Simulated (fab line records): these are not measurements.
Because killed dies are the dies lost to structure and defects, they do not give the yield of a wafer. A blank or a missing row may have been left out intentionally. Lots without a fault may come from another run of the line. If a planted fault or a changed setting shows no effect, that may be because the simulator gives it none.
fab line records	flow n5_finfet
record lots=10	wafers=28	last_day=19
route steps=1938 shown FIN_SAQP@135 FIN_CUT@157 BEOL_M4@1111
lots with no fault: from the same line, run without faults
start_h: the number of hours between the record's first day and the start of the first shown wafer of the lot	wait_h: hours from the lot's prior step to this one	" same as the row above	L1.1+2: several wafers, shown together as one row	- value missing, or start not given	* or withheld: withheld	< > ~ a bound
route shown NAME@n: names a module that has steps shown in the file, with the first one's number in the route	usual: average and standard deviation across the fault-free wafers	same: alike in all rows	chamber/n: place in a boat	sites: per-site readings	_std_site: standard deviation across them	_edge_site: mean of outer sites minus mean of inner sites	radius_mm: how far each site lies from the wafer's centre	mask NAME#n: copy n	behind: tool/chamber where the wafer was last shaped	hold: reason for holding the lot/hours on hold/outcome of the hold	device: transistor that didn't switch, given as n, p or np	end of line: at the end of the route, the tests of the same wafers	step lacking rows: just its recipe	killed: not the wafer's yield, but the dies lost to structure and defects at the first sort	map: shows each die of a wafer: x if killed, . if not, _ if none is there
set.NAME: setting as actually run; set.NAME@STEP: the setting as run at that earlier step	model.NAME: the simulator's own value behind a step, which no gauge read
steps of the route over a sample of lots; a table a step, a row a wafer
services: from which hour (start_h, from the record's first day; less than 0 if before it) a tool's chamber was out of use, for how many hours, and why
## steps
# step N5_FIN_SAQP_ETCH_67
# recipe chemistry=CH3F/O2	target=SiNx	target_depth_a=300	mask_material=SOC	pressure_mtorr=30	source_w=395	bias_w=73	Ar_flow_sccm=150	CH3F_flow_sccm=30	O2_flow_sccm=20	ion_energy_ev=120
# usual CH3F_flow_sccm=30.01/0.096	drypump_motor_current_A=5.6/0.48	oes_product_au=0.79/0.074	rf_vpp_V=302/7.1	showerhead_plenum_p_Torr=2.01/0.072	throttle_valve_pct=16.38/0.23
lot.wafer	tool	chamber	start_h	wait_h	CH3F_flow_sccm	drypump_motor_current_A	oes_product_au	rf_hours_counter_h	rf_vpp_V	showerhead_plenum_p_Torr	throttle_valve_pct
L754.2	rie_diel-06	0	25.73	0.0	30.03	5.8	0.69	236	283	1.90	16.77
L754.3	"	2	"	"	29.97	5.0	0.73	184	303	1.98	15.99
L754.6	"	1	"	"	29.92	5.8	0.82	-	307	1.95	16.35
L757.1	rie_diel-04	2	43.41	0.0	29.78	5.8	0.87	42	306	2.04	16.37
L757.5	"	3	"	"	29.99	5.7	0.83	-	298	1.93	16.45
L757.6	"	2	"	"	29.90	5.8	0.87	-	305	2.05	16.38
L759.3	rie_diel-05	3	56.72	0.0	30.09	5.5	0.73	177	298	2.06	16.59
L759.4	"	2	"	"	30.05	5.2	0.68	245	292	1.87	16.31
L759.6	"	2	"	"	30.12	5.2	0.69	-	291	1.87	16.30
L760.3	rie_diel-05	2	60.82	0.0	29.94	5.2	0.68	246	292	1.87	16.31
L760.4	"	3	"	"	30.15	5.6	0.72	178	299	2.06	16.56
L760.5	"	3	"	"	30.01	5.5	0.72	-	301	2.06	16.58
L765.3	rie_diel-04	3	90.84	0.0	29.86	5.8	0.81	123	298	1.93	16.47
L765.4	"	1	"	"	30.08	5.9	0.75	146	311	2.08	16.09
L765.5	"	2	"	"	30.05	5.8	0.85	-	305	2.04	16.42
L767.1	rie_diel-06	2	102.61	0.0	29.85	4.9	0.70	212	303	1.97	16.02
L767.2	"	3	"	"	30.16	6.0	0.80	94	294	2.10	16.39
L767.3	"	0	"	"	29.78	5.8	1.00	2	288	2.14	16.28
L768.1	rie_diel-05	3	109.48	0.0	30.05	5.5	0.70	197	299	2.05	16.62
L768.4	"	3	"	"	30.10	5.5	0.70	-	300	2.05	16.61
L768.6	"	1	"	"	30.11	5.1	0.71	-	309	2.07	16.79
L771.2	rie_diel-06	0	128.27	0.0	29.97	5.8	0.96	10	287	2.14	16.30
L771.4	"	2	"	"	30.03	5.0	0.69	222	302	1.97	16.06
L775.2	rie_diel-06	2	150.61	0.0	29.98	5.0	0.68	230	302	1.96	16.07
L775.3	"	3	"	"	30.05	6.0	0.79	112	294	2.10	16.41
L775.4	"	1	"	"	30.02	5.8	0.77	134	307	1.93	16.43
L777.2	rie_diel-05	2	165.64	0.0	30.07	5.2	0.95	12	296	2.12	15.88
L777.3	"	0	"	"	29.77	6.4	0.75	158	294	1.92	16.35
# step N5_FIN_SAQP_MANDREL2_REMOVE_60
# recipe chemistry=HBr/Cl2/O2	bt_time_s=10	target=a-Si	stop_on=SiNx	endpoint=OES-SiCl	over_etch_frac=1	icp_w=600	bias_w=22	HBr_flow_sccm=150	Cl2_flow_sccm=80	O2_flow_sccm=5	pressure_mtorr=10
# usual drypump_motor_current_A=6.0/0.35	oes_product_au=0.994/0.018	throttle_valve_pct=36.8/0.32
lot.wafer	tool	chamber	start_h	wait_h	drypump_motor_current_A	oes_product_au	rf_hours_counter_h	throttle_valve_pct
L754.2	rie_si-05	1	26.39	0.1	5.7	1.018	58	36.5
L754.3	"	2	"	"	6.5	1.014	107	36.3
L754.6	"	3	"	"	6.5	0.997	-	36.7
L757.1	rie_si-05	3	44.06	0.1	6.5	0.994	196	36.7
L757.5	"	1	"	"	5.7	1.016	-	36.5
L757.6	"	2	"	"	6.5	1.004	-	36.3
L759.3	rie_si-05	2	57.38	0.1	6.5	1.007	108	36.2
L759.4	"	0	"	"	6.7	0.998	43	37.4
L759.6	"	0	"	"	6.6	0.996	-	37.4
L760.3	rie_si-01	3	61.49	0.1	6.1	0.966	169	37.0
L760.4	"	1	"	"	5.9	0.977	25	37.1
L760.5	"	3	"	"	6.1	0.976	-	36.9
L765.3	rie_si-01	0	91.96	0.1	5.5	1.015	30	36.6
L765.4	"	3	"	"	6.1	0.974	170	37.0
L765.5	"	1	"	"	5.9	0.966	-	37.1
L767.1	rie_si-01	1	103.36	0.1	5.9	0.979	26	37.1
L767.2	"	2	"	"	5.8	0.981	91	36.4
L767.3	"	0	"	"	5.5	1.012	30	36.6
L768.1	rie_si-04	3	110.20	0.1	6.1	0.985	175	36.5
L768.4	"	1	"	"	5.8	1.000	78	36.9
L768.6	"	0	"	"	5.8	1.001	-	36.9
L771.2	rie_si-01	3	128.93	0.1	6.1	0.962	170	36.9
L771.4	"	1	"	"	5.9	0.976	26	37.1
L775.2	rie_si-01	2	151.36	0.1	5.8	0.985	92	36.4
L775.3	"	3	"	"	6.1	0.965	171	37.0
L775.4	"	0	"	"	5.5	1.015	31	36.6
L777.2	rie_si-05	0	166.42	0.1	6.6	0.992	45	37.4
L777.3	"	2	"	"	6.5	1.022	110	36.3
# step N5_FIN_SAQP_FIN_ETCH_36
# recipe chemistry=HBr/Cl2/O2	target_depth_a=1200	mask_material=SiNx	time_s=50.4	bias_w=102	pressure_mtorr=10	icp_w=800	HBr_flow_sccm=150	Cl2_flow_sccm=80	O2_flow_sccm=12
# usual drypump_motor_current_A=6.0/0.39	oes_product_au=1.005/0.019	throttle_valve_pct=36.1/0.32
lot.wafer	tool	chamber	start_h	wait_h	drypump_motor_current_A	oes_product_au	rf_hours_counter_h	throttle_valve_pct
L754.2	rie_si-04	0	26.83	0.0	5.8	1.016	3	36.2
L754.3	"	1	"	"	5.8	1.009	76	36.2
L754.6	"	0	"	"	5.8	1.004	-	36.2
L757.1	rie_si-04	3	44.66	0.0	6.0	0.996	174	35.8
L757.5	"	1	"	"	5.7	0.992	-	36.2
L757.6	"	0	"	"	5.8	0.985	-	36.2
L759.3	rie_si-04	3	57.82	0.0	6.0	1.003	174	35.7
L759.4	"	1	"	"	5.7	1.015	77	36.2
L759.6	"	1	"	"	5.7	1.020	-	36.2
L760.3	rie_si-05	1	61.94	0.0	5.7	1.038	59	35.8
L760.4	"	0	"	"	6.6	0.999	43	36.7
L760.5	"	3	"	"	6.6	1.002	-	36.0
L765.3	rie_si-05	2	92.41	0.0	6.5	1.006	109	35.6
L765.4	"	0	"	"	6.7	0.995	43	36.7
L765.5	"	2	"	"	6.5	0.986	-	35.6
L767.1	rie_si-04	1	103.80	0.0	5.8	1.005	77	36.2
L767.2	"	3	"	"	6.1	1.004	175	35.8
L767.3	"	2	"	"	5.5	1.024	19	35.9
L768.1	rie_si-04	2	110.88	0.0	5.5	1.029	19	35.9
L768.4	"	1	"	"	5.8	0.999	78	36.2
L768.6	"	0	"	"	5.8	0.982	-	36.2
L771.2	rie_si-05	1	129.37	0.0	5.7	1.044	60	35.8
L771.4	"	2	"	"	6.5	0.994	-	35.6
L775.2	rie_si-05	3	151.86	0.0	6.5	0.993	0	36.3
L775.3	"	1	"	"	5.8	1.033	60	35.8
L775.4	"	2	"	"	6.5	0.995	110	35.6
L777.2	rie_si-04	0	166.94	0.0	5.8	0.998	6	36.2
L777.3	"	1	"	"	5.7	1.019	78	36.2
# step N5_FIN_CUT_COAT_02
# recipe resist=CAR-EUV	spin_rpm=1500	resist_thk_nm=30
# usual spin_speed_rpm=1499.9/0.87
lot.wafer	tool	chamber	start_h	wait_h	spin_speed_rpm
L754.2	litho_track-05	0	27.12	-	1499.2
L754.3	"	0	"	"	1498.7
L754.6	"	0	"	"	1500.1
L757.1	litho_track-03	0	44.94	-	1500.2
L757.5	"	0	"	"	1500.2
L757.6	"	0	"	"	1499.3
L759.3	litho_track-03	0	58.12	-	1498.9
L759.4	"	0	"	"	1500.5
L759.6	"	0	"	"	1501.0
L760.3	litho_track-04	0	62.23	-	1498.9
L760.4	"	0	"	"	1499.1
L760.5	"	0	"	"	1499.8
L765.3	litho_track-04	0	92.70	-	1500.0
L765.4	"	0	"	"	1500.3
L765.5	"	0	"	"	1499.7
L767.1	litho_track-04	0	104.09	-	1748.6
L767.2	"	0	"	"	1748.5
L767.3	"	0	"	"	1749.3
L768.1	litho_track-04	0	111.17	-	1747.2
L768.4	"	0	"	"	1750.0
L768.6	"	0	"	"	1747.9
L771.2	litho_track-03	0	129.66	-	1500.2
L771.4	"	0	"	"	1499.9
L775.2	litho_track-05	0	152.15	-	1500.0
L775.3	"	0	"	"	1500.8
L775.4	"	0	"	"	1500.8
L777.2	litho_track-05	0	167.27	-	1499.9
L777.3	"	0	"	"	1501.3
# step N5_BEOL_M4_RC_MEAS_101
# usual DIBL_N=37.2/2.1	DIBL_P=37.3/2.3	IOFF_N=0.18/0.041	IOFF_P=0.24/0.042	ION_N=680/13	ION_P=466/7.7	SS_N=71.8/0.68	SS_P=73.5/0.66	VT_N=249/3.6	VT_P=-248/3.4
lot.wafer	tool	chamber	start_h	wait_h	DIBL_N[mV/V]	DIBL_P[mV/V]	IOFF_N[nA/um]	IOFF_P[nA/um]	ION_N[uA/um]	ION_P[uA/um]	SS_N[mV/dec]	SS_P[mV/dec]	VT_N[mV]	VT_P[mV]
L754.2	prober-02	0	176.10	0.2	36.9	36.3	0.16	0.22	673	467	71.0	72.9	248	-250
L754.3	"	0	"	"	36.9	36.9	0.16	0.22	670	467	71.6	73.0	247	-248
L754.6	"	0	"	"	37.2	37.8	0.18	0.23	678	466	71.7	73.3	249	-248
L757.1	prober-01	0	193.23	0.0	39.2	39.5	0.23	0.27	705	473	71.8	74.0	243	-247
L757.5	"	0	"	"	38.1	37.7	0.19	0.23	689	468	72.9	73.8	248	-252
L757.6	"	0	"	"	39.9	41.7	0.27	0.32	712	482	72.1	74.1	242	-243
L759.3	prober-02	0	205.13	0.3	39.4	39.2	0.25	0.30	694	472	72.9	73.9	243	-246
L759.4	"	0	"	"	35.0	33.6	0.14	0.21	656	460	71.2	72.8	252	-249
L759.6	"	0	"	"	35.1	34.5	0.15	0.23	679	471	70.9	73.0	248	-248
L760.3	prober-02	0	210.05	0.3	34.4	33.7	0.13	0.19	676	468	71.2	73.0	254	-252
L760.4	"	0	"	"	35.4	35.4	0.14	0.21	668	460	71.7	72.4	252	-248
L760.5	"	0	"	"	35.9	35.8	0.15	0.22	673	464	71.1	73.9	248	-246
L765.3	prober-01	0	229.52	0.5	42.0	39.8	0.26	0.28	686	462	72.7	74.2	242	-247
L765.4	"	0	"	"	39.3	37.0	0.19	0.23	676	457	72.1	74.4	249	-248
L765.5	"	0	"	"	40.1	38.6	0.23	0.26	709	480	72.5	74.3	243	-243
L767.1	prober-02	0	254.97	0.0	40.0	39.4	0.23	0.28	675	465	73.4	73.5	246	-245
L767.2	"	0	"	"	37.1	37.3	0.16	0.25	670	464	72.4	72.5	252	-247
L767.3	"	0	"	"	36.7	37.1	0.18	0.24	676	463	72.5	73.6	247	-246
L768.1	prober-01	0	268.92	0.0	37.5	36.8	0.17	0.22	677	468	71.5	73.2	249	-246
L768.4	"	0	"	"	39.4	39.0	0.21	0.24	681	469	72.1	74.9	248	-247
L768.6	"	0	"	"	38.5	37.9	0.18	0.23	678	466	72.5	73.8	247	-247
L771.2	prober-01	0	305.43	0.2	39.4	40.3	0.22	0.30	684	479	73.5	74.3	247	-246
L771.4	"	0	"	"	39.5	40.7	0.21	0.31	675	470	72.4	74.2	250	-244
L775.2	prober-02	0	333.30	0.2	35.5	36.1	0.15	0.19	678	459	71.7	73.9	251	-252
L775.3	"	0	"	"	36.6	37.3	0.17	0.22	667	457	71.9	74.1	248	-249
L775.4	"	0	"	"	38.1	39.4	0.23	0.26	704	473	72.0	74.4	242	-248
L777.2	prober-02	0	336.04	0.2	37.5	36.9	0.18	0.25	675	466	72.0	73.6	251	-249
L777.3	"	0	"	"	38.1	37.8	0.20	0.27	677	463	72.2	74.2	248	-245
## services
tool	chamber	start_h	hours	kind
rie_si-05	2	4.05	4.9	repair
rie_si-04	2	26.88	1.1	repair
rie_diel-05	-	38.45	3.1	repair
rie_diel-04	1	47.31	3.7	repair
rie_diel-06	0	65.14	-	clean
rie_diel-06	0	65.14	-	consumable_replace:focus_ring
rie_diel-06	0	65.14	-	consumable_replace:showerhead
rie_diel-06	0	65.14	31.0	scheduled_down
rie_diel-06	0	65.14	31.0	vent_cycle
rie_diel-04	1	72.66	7.5	repair
rie_diel-05	2	89.97	4.8	repair
rie_diel-05	2	95.16	-	clean
rie_diel-05	2	95.16	-	consumable_replace:focus_ring
rie_diel-05	2	95.16	-	consumable_replace:showerhead
rie_diel-05	2	95.16	32.9	scheduled_down
rie_diel-05	2	95.16	32.9	vent_cycle
rie_diel-04	1	106.99	5.1	repair
rie_si-05	3	116.48	-	clean
rie_si-05	3	116.48	13.3	scheduled_down
rie_si-05	3	116.48	13.3	vent_cycle
rie_si-05	2	118.13	4.7	repair
rie_diel-05	0	147.50	7.9	repair
rie_diel-04	2	158.73	9.8	repair
rie_si-05	1	166.62	10.4	repair
## key
first_sign step=N5_FIN_CUT_COAT_02	reading=spin_speed_rpm	direction=up	sigmas=99+	usual=*	struck=*
effect none on later readings
met_at N5_FIN_CUT_COAT_02
struck_lots L767,L768
not_acting_at N5_FIN_SAQP_ETCH_67,N5_FIN_SAQP_MANDREL2_REMOVE_60,N5_FIN_SAQP_FIN_ETCH_36
onset_between 92.70 104.09
fault kind=process_parameter_drift	tool=litho_track-04	chamber=-	onset_h=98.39	steps=N5_FIN_CUT_COAT_02	channel=spin_rpm	offset=*	shape=step	end_h=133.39	acts_in=*	stated=*
